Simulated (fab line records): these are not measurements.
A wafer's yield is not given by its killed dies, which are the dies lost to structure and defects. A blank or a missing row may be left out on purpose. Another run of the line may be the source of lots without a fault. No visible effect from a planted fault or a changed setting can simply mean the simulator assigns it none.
Lot-split experiment || flow n5Finfet || 39 wafers read across 7 lots, on a route 1938 steps long

ON THE SPLIT
At N5_DUMMY_GATE_ETCH_37 (etches SOC in N2/H2, target depth 60 nm, overetch 30 nm), the setting sourceW was moved away from the recipe's 840 W on 9 of the 39 wafers read, by -16.3% to +11.8%. All remaining wafers had this setting at the recipe value.

The reading is taken at the split's own step.

THE READING
rfVppV, in V, at N5_DUMMY_GATE_ETCH_37 (etches SOC in N2/H2, target depth 60 nm, overetch 30 nm). A value of 523.6 V with a standard deviation of 2.5 V is what fault-free wafers of this fab line usually give.

{"wafer": "L076.1", "tool, chamber at the split": "rieDiel-04, 3", "sourceW as run, W": 840, "against the recipe": "recipe", "rfVppV, V": 529.8, "against lot-mates on the recipe": "-"}
{"wafer": "L076.5", "tool, chamber at the split": "rieDiel-04, 1", "sourceW as run, W": 840, "against the recipe": "recipe", "rfVppV, V": 521.7, "against lot-mates on the recipe": "-"}
{"wafer": "L076.6", "tool, chamber at the split": "rieDiel-04, 0", "sourceW as run, W": 840, "against the recipe": "recipe", "rfVppV, V": 521.6, "against lot-mates on the recipe": "-"}
{"wafer": "L080.1", "tool, chamber at the split": "rieDiel-03, 3", "sourceW as run, W": 840, "against the recipe": "recipe", "rfVppV, V": 526.0, "against lot-mates on the recipe": "-"}
{"wafer": "L080.2", "tool, chamber at the split": "rieDiel-03, 0", "sourceW as run, W": 840, "against the recipe": "recipe", "rfVppV, V": 527.6, "against lot-mates on the recipe": "-"}
{"wafer": "L080.3", "tool, chamber at the split": "rieDiel-03, 1", "sourceW as run, W": 840, "against the recipe": "recipe", "rfVppV, V": 528.4, "against lot-mates on the recipe": "-"}
{"wafer": "L080.4", "tool, chamber at the split": "rieDiel-03, 2", "sourceW as run, W": 840, "against the recipe": "recipe", "rfVppV, V": 520.6, "against lot-mates on the recipe": "-"}
{"wafer": "L080.5", "tool, chamber at the split": "rieDiel-03, 2", "sourceW as run, W": 840, "against the recipe": "recipe", "rfVppV, V": 521.8, "against lot-mates on the recipe": "-"}
{"wafer": "L080.6", "tool, chamber at the split": "rieDiel-03, 3", "sourceW as run, W": 840, "against the recipe": "recipe", "rfVppV, V": 526.0, "against lot-mates on the recipe": "-"}
{"wafer": "L081.1", "tool, chamber at the split": "rieDiel-05, 0", "sourceW as run, W": 703.3, "against the recipe": "-16.3%", "rfVppV, V": 553.2, "against lot-mates on the recipe": "+30.2"}
{"wafer": "L081.2", "tool, chamber at the split": "rieDiel-05, 1", "sourceW as run, W": 840, "against the recipe": "recipe", "rfVppV, V": 520.9, "against lot-mates on the recipe": "-"}
{"wafer": "L081.3", "tool, chamber at the split": "rieDiel-05, 3", "sourceW as run, W": 840, "against the recipe": "recipe", "rfVppV, V": 524.9, "against lot-mates on the recipe": "-"}
{"wafer": "L081.4", "tool, chamber at the split": "rieDiel-05, 2", "sourceW as run, W": 703.3, "against the recipe": "-16.3%", "rfVppV, V": 555.0, "against lot-mates on the recipe": "+32.0"}
{"wafer": "L081.5", "tool, chamber at the split": "rieDiel-05, 0", "sourceW as run, W": 840, "against the recipe": "recipe", "rfVppV, V": 523.1, "against lot-mates on the recipe": "-"}
{"wafer": "L081.6", "tool, chamber at the split": "rieDiel-05, 3", "sourceW as run, W": 703.3, "against the recipe": "-16.3%", "rfVppV, V": 556.6, "against lot-mates on the recipe": "+33.6"}
{"wafer": "L082.1", "tool, chamber at the split": "rieDiel-03, 0", "sourceW as run, W": 939, "against the recipe": "+11.8%", "rfVppV, V": 508.2, "against lot-mates on the recipe": -15.5}
{"wafer": "L082.2", "tool, chamber at the split": "rieDiel-03, 1", "sourceW as run, W": 939, "against the recipe": "+11.8%", "rfVppV, V": 507.7, "against lot-mates on the recipe": -16.0}
{"wafer": "L082.3", "tool, chamber at the split": "rieDiel-03, 3", "sourceW as run, W": 840, "against the recipe": "recipe", "rfVppV, V": 524.6, "against lot-mates on the recipe": "-"}
{"wafer": "L082.4", "tool, chamber at the split": "rieDiel-03, 2", "sourceW as run, W": 840, "against the recipe": "recipe", "rfVppV, V": 519.8, "against lot-mates on the recipe": "-"}
{"wafer": "L082.5", "tool, chamber at the split": "rieDiel-03, 1", "sourceW as run, W": 840, "against the recipe": "recipe", "rfVppV, V": 526.6, "against lot-mates on the recipe": "-"}
{"wafer": "L082.6", "tool, chamber at the split": "rieDiel-03, 2", "sourceW as run, W": 939, "against the recipe": "+11.8%", "rfVppV, V": 501.2, "against lot-mates on the recipe": -22.5}
{"wafer": "L085.1", "tool, chamber at the split": "rieDiel-03, 0", "sourceW as run, W": 840, "against the recipe": "recipe", "rfVppV, V": 527.3, "against lot-mates on the recipe": "-"}
{"wafer": "L085.2", "tool, chamber at the split": "rieDiel-03, 2", "sourceW as run, W": 840, "against the recipe": "recipe", "rfVppV, V": 519.5, "against lot-mates on the recipe": "-"}
{"wafer": "L085.3", "tool, chamber at the split": "rieDiel-03, 1", "sourceW as run, W": 840, "against the recipe": "recipe", "rfVppV, V": 525.3, "against lot-mates on the recipe": "-"}
{"wafer": "L085.4", "tool, chamber at the split": "rieDiel-03, 0", "sourceW as run, W": 840, "against the recipe": "recipe", "rfVppV, V": 527.4, "against lot-mates on the recipe": "-"}
{"wafer": "L085.5", "tool, chamber at the split": "rieDiel-03, 2", "sourceW as run, W": 840, "against the recipe": "recipe", "rfVppV, V": 519.7, "against lot-mates on the recipe": "-"}
{"wafer": "L085.6", "tool, chamber at the split": "rieDiel-03, 1", "sourceW as run, W": 840, "against the recipe": "recipe", "rfVppV, V": 526.9, "against lot-mates on the recipe": "-"}
{"wafer": "L092.1", "tool, chamber at the split": "rieDiel-05, 2", "sourceW as run, W": 840, "against the recipe": "recipe", "rfVppV, V": 523.6, "against lot-mates on the recipe": "-"}
{"wafer": "L092.2", "tool, chamber at the split": "rieDiel-05, 3", "sourceW as run, W": 897.4, "against the recipe": "+6.8%", "rfVppV, V": 513.4, "against lot-mates on the recipe": -9.9}
{"wafer": "L092.3", "tool, chamber at the split": "rieDiel-05, 0", "sourceW as run, W": 897.4, "against the recipe": "+6.8%", "rfVppV, V": 511.2, "against lot-mates on the recipe": -12.1}
{"wafer": "L092.4", "tool, chamber at the split": "rieDiel-05, 1", "sourceW as run, W": 840, "against the recipe": "recipe", "rfVppV, V": 521.1, "against lot-mates on the recipe": "-"}
{"wafer": "L092.5", "tool, chamber at the split": "rieDiel-05, 3", "sourceW as run, W": 840, "against the recipe": "recipe", "rfVppV, V": 525.3, "against lot-mates on the recipe": "-"}
{"wafer": "L092.6", "tool, chamber at the split": "rieDiel-05, 0", "sourceW as run, W": 897.4, "against the recipe": "+6.8%", "rfVppV, V": 511.3, "against lot-mates on the recipe": -12.0}
{"wafer": "L096.1", "tool, chamber at the split": "rieDiel-04, 0", "sourceW as run, W": 840, "against the recipe": "recipe", "rfVppV, V": 522.9, "against lot-mates on the recipe": "-"}
{"wafer": "L096.2", "tool, chamber at the split": "rieDiel-04, 3", "sourceW as run, W": 840, "against the recipe": "recipe", "rfVppV, V": 526.9, "against lot-mates on the recipe": "-"}
{"wafer": "L096.3", "tool, chamber at the split": "rieDiel-04, 1", "sourceW as run, W": 840, "against the recipe": "recipe", "rfVppV, V": 521.5, "against lot-mates on the recipe": "-"}
{"wafer": "L096.4", "tool, chamber at the split": "rieDiel-04, 2", "sourceW as run, W": 840, "against the recipe": "recipe", "rfVppV, V": 521.5, "against lot-mates on the recipe": "-"}
{"wafer": "L096.5", "tool, chamber at the split": "rieDiel-04, 2", "sourceW as run, W": 840, "against the recipe": "recipe", "rfVppV, V": 522.8, "against lot-mates on the recipe": "-"}
{"wafer": "L096.6", "tool, chamber at the split": "rieDiel-04, 3", "sourceW as run, W": 840, "against the recipe": "recipe", "rfVppV, V": 527.7, "against lot-mates on the recipe": "-"}

FIT RESULTS
A straight line over all 39 wafers: rfVppV changes by -1.78 V for each +1% of sourceW; r = -0.96; the points scatter about the line by 2.9 V.
The same after taking each lot's own level away (the mean of its wafers on the recipe; 39 wafers): -1.8 V for each +1%; r = -0.96; scatter 3 V.
On that fit, the largest move of sourceW shifts the reading by 29 V.
From 522.97 to 525.07 V: that is the span of the lots' own levels, equal to 0.8 times the standard deviation above.
Hence the lot-to-lot level has little effect on the slope; both slopes agree.
Check: +29.7 V against its lot-mates is what the line predicts for one of the wafers moved furthest among these (-16.3%) when that wafer is left out of the fit. Against them it came out at +30.2 V.
Tool readings at the split's step, against how far the setting was moved: rfVppV r = -0.96.

ADDITIONAL SPLITS CARRIED BY THESE WAFERS
Note: prior to the reading, these wafers also went through further splits. Each is held against what the fit with the lots' levels taken away leaves over:
{"other split on the same wafers": "N5_FIN_SAQP_ETCH_34 sourceW", "wafers away from the commonest value": 12, "r with rfVppV (lot level and that fit taken away)": -0.02}
{"other split on the same wafers": "N5_DUMMY_GATE_EXPOSE_12 doseMj", "wafers away from the commonest value": 18, "r with rfVppV (lot level and that fit taken away)": "+0.11"}

FILE'S OWN FIT
rfVppV changes by -1.8 V for each +1% of sourceW, r = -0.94.
